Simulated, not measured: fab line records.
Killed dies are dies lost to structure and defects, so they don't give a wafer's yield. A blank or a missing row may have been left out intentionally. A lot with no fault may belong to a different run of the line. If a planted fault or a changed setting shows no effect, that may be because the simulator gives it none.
Split-lot trial || flow n5-finfet || 21 wafers read from 7 lots, route of 1938 steps

## THE SPLIT ITSELF
At N5_BEOL_M1_ILD_DEP_00 (deposits SiOC from DEMS/O2, target thk 79 nm, time 15.3 s), the setting time-s was moved away from the recipe's 15.3 s on 6 of the 21 wafers read, by -14.3% to +9.5%. For the rest of the wafers, this setting stayed at what the recipe calls for.

No step appears in the file between the split and the reading.

## THE READING
M1_ILD_THK, in nm, at N5_BEOL_M1_THK_MEAS_01. Fault-free wafers of this fab line usually give 79.4 nm, standard deviation 1.2 nm.

{"wafer": "L074.1", "tool, chamber at the split": "pecvd-03, 1,0", "time-s as run, s": 15.3, "against the recipe": "recipe", "M1_ILD_THK, nm": 78.1, "against lot-mates on the recipe": "-"}
{"wafer": "L074.2", "tool, chamber at the split": "pecvd-03, 2", "time-s as run, s": 15.3, "against the recipe": "recipe", "M1_ILD_THK, nm": 77.8, "against lot-mates on the recipe": "-"}
{"wafer": "L074.3", "tool, chamber at the split": "pecvd-03, 1,0", "time-s as run, s": 15.3, "against the recipe": "recipe", "M1_ILD_THK, nm": 78.1, "against lot-mates on the recipe": "-"}
{"wafer": "L076.1", "tool, chamber at the split": "pecvd-01, 2", "time-s as run, s": 15.3, "against the recipe": "recipe", "M1_ILD_THK, nm": 77.9, "against lot-mates on the recipe": "-"}
{"wafer": "L076.2", "tool, chamber at the split": "pecvd-01, 1", "time-s as run, s": 16.75, "against the recipe": "+9.5%", "M1_ILD_THK, nm": 86.2, "against lot-mates on the recipe": "+7.5"}
{"wafer": "L076.4", "tool, chamber at the split": "pecvd-01, 1", "time-s as run, s": 15.3, "against the recipe": "recipe", "M1_ILD_THK, nm": 79.5, "against lot-mates on the recipe": "-"}
{"wafer": "L078.2", "tool, chamber at the split": "pecvd-04, 0", "time-s as run, s": 16.07, "against the recipe": "+5.0%", "M1_ILD_THK, nm": 82.0, "against lot-mates on the recipe": "+2.5"}
{"wafer": "L078.3", "tool, chamber at the split": "pecvd-04, 2", "time-s as run, s": 16.07, "against the recipe": "+5.0%", "M1_ILD_THK, nm": 83.0, "against lot-mates on the recipe": "+3.5"}
{"wafer": "L078.6", "tool, chamber at the split": "pecvd-04, 2", "time-s as run, s": 15.3, "against the recipe": "recipe", "M1_ILD_THK, nm": 79.5, "against lot-mates on the recipe": "-"}
{"wafer": "L082.1", "tool, chamber at the split": "pecvd-01, 1", "time-s as run, s": 15.3, "against the recipe": "recipe", "M1_ILD_THK, nm": 78.8, "against lot-mates on the recipe": "-"}
{"wafer": "L082.3", "tool, chamber at the split": "pecvd-01, 2", "time-s as run, s": 15.3, "against the recipe": "recipe", "M1_ILD_THK, nm": 79.1, "against lot-mates on the recipe": "-"}
{"wafer": "L082.4", "tool, chamber at the split": "pecvd-01, 0", "time-s as run, s": 15.3, "against the recipe": "recipe", "M1_ILD_THK, nm": 80.8, "against lot-mates on the recipe": "-"}
{"wafer": "L084.2", "tool, chamber at the split": "pecvd-04, 0", "time-s as run, s": 15.3, "against the recipe": "recipe", "M1_ILD_THK, nm": 78.6, "against lot-mates on the recipe": "-"}
{"wafer": "L084.3", "tool, chamber at the split": "pecvd-04, 2", "time-s as run, s": 15.3, "against the recipe": "recipe", "M1_ILD_THK, nm": 79.1, "against lot-mates on the recipe": "-"}
{"wafer": "L084.5", "tool, chamber at the split": "pecvd-04, 0", "time-s as run, s": 15.3, "against the recipe": "recipe", "M1_ILD_THK, nm": 80.2, "against lot-mates on the recipe": "-"}
{"wafer": "L087.3", "tool, chamber at the split": "pecvd-01, 2", "time-s as run, s": 15.3, "against the recipe": "recipe", "M1_ILD_THK, nm": 79.4, "against lot-mates on the recipe": "-"}
{"wafer": "L087.4", "tool, chamber at the split": "pecvd-01, 1", "time-s as run, s": 14.5, "against the recipe": "-5.2%", "M1_ILD_THK, nm": 76.5, "against lot-mates on the recipe": -3.2}
{"wafer": "L087.5", "tool, chamber at the split": "pecvd-01, 2", "time-s as run, s": 15.3, "against the recipe": "recipe", "M1_ILD_THK, nm": 80.1, "against lot-mates on the recipe": "-"}
{"wafer": "L095.2", "tool, chamber at the split": "pecvd-03, 0", "time-s as run, s": 13.11, "against the recipe": "-14.3%", "M1_ILD_THK, nm": 68.3, "against lot-mates on the recipe": -11.0}
{"wafer": "L095.4", "tool, chamber at the split": "pecvd-03, 1", "time-s as run, s": 13.11, "against the recipe": "-14.3%", "M1_ILD_THK, nm": 68.7, "against lot-mates on the recipe": -10.6}
{"wafer": "L095.5", "tool, chamber at the split": "pecvd-03, 2", "time-s as run, s": 15.3, "against the recipe": "recipe", "M1_ILD_THK, nm": 79.3, "against lot-mates on the recipe": "-"}
If several chambers appear in one row, that row covers several wafers at once and the file leaves open which wafer was in which chamber.

FIT RESULTS
A straight line over all 21 wafers: M1_ILD_THK changes by +0.725 nm for each +1% of time-s; r = +0.98; the points scatter about the line by 0.84 nm.
The same after taking each lot's own level away (the mean of its wafers on the recipe; 21 wafers): +0.739 nm for each +1%; r = +0.99; scatter 0.63 nm.
On that fit, the largest move of time-s shifts the reading by 11 nm.
Measured against the standard deviation above, the lots' own levels, which go from 78.00 to 79.75 nm, span 1.5 times it.
So the lot-to-lot level changes the slope little: the two slopes agree.
Check: for one of the wafers moved furthest among these (-14.3%), held out of the fit, the line's prediction against its lot-mates is -10.4 nm. Against them it came out at -11 nm.

## THESE WAFERS: OTHER SPLITS
These wafers also went through other splits before the reading. Each is held against what the fit with the lots' levels taken away leaves over:
{"other split on the same wafers": "N5_MOL_CONTACT_COAG_EXPOSE_05 dose-mj", "wafers away from the commonest value": 11, "r with M1_ILD_THK (lot level and that fit taken away)": "+0.26"}
{"other split on the same wafers": "N5_MOL_CONTACT_COAG_CONTACT_ETCH_14 source-w", "wafers away from the commonest value": 5, "r with M1_ILD_THK (lot level and that fit taken away)": -0.18}
{"other split on the same wafers": "N5_MOL_CONTACT_COAG_CVD_140 target-thk-a", "wafers away from the commonest value": 7, "r with M1_ILD_THK (lot level and that fit taken away)": -0.07}
{"other split on the same wafers": "N5_BEOL_M0_SAQP_PECVD_96 time-s", "wafers away from the commonest value": 3, "r with M1_ILD_THK (lot level and that fit taken away)": -0.11}
{"other split on the same wafers": "N5_BEOL_M0_SAQP_COAT_82 time-s", "wafers away from the commonest value": 4, "r with M1_ILD_THK (lot level and that fit taken away)": -0.25}

## THE WHOLE CHAIN: every reading that the file lists as answering this split, in the file's order
{"step": "N5_BEOL_M1_ILD_DEP_00", "what it does": "deposits SiOC from DEMS/O2, target thk 79 nm, time 15.3 s", "reading": "SiOC_of_BEOL_M1_ILD_DEP_00.thk-nm (the simulator's own value, which no gauge read)", "change (the file's fit)": "+0.755 nm for each +1% of the setting", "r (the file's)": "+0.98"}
{"step": "N5_BEOL_M1_THK_MEAS_01", "what it does": "", "reading": "M1_ILD_THK", "change (the file's fit)": "+0.748 for each +1% of the setting", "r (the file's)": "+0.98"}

## FILE'S OWN FIT
M1_ILD_THK changes by +0.748 nm for each +1% of time-s, r = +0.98.
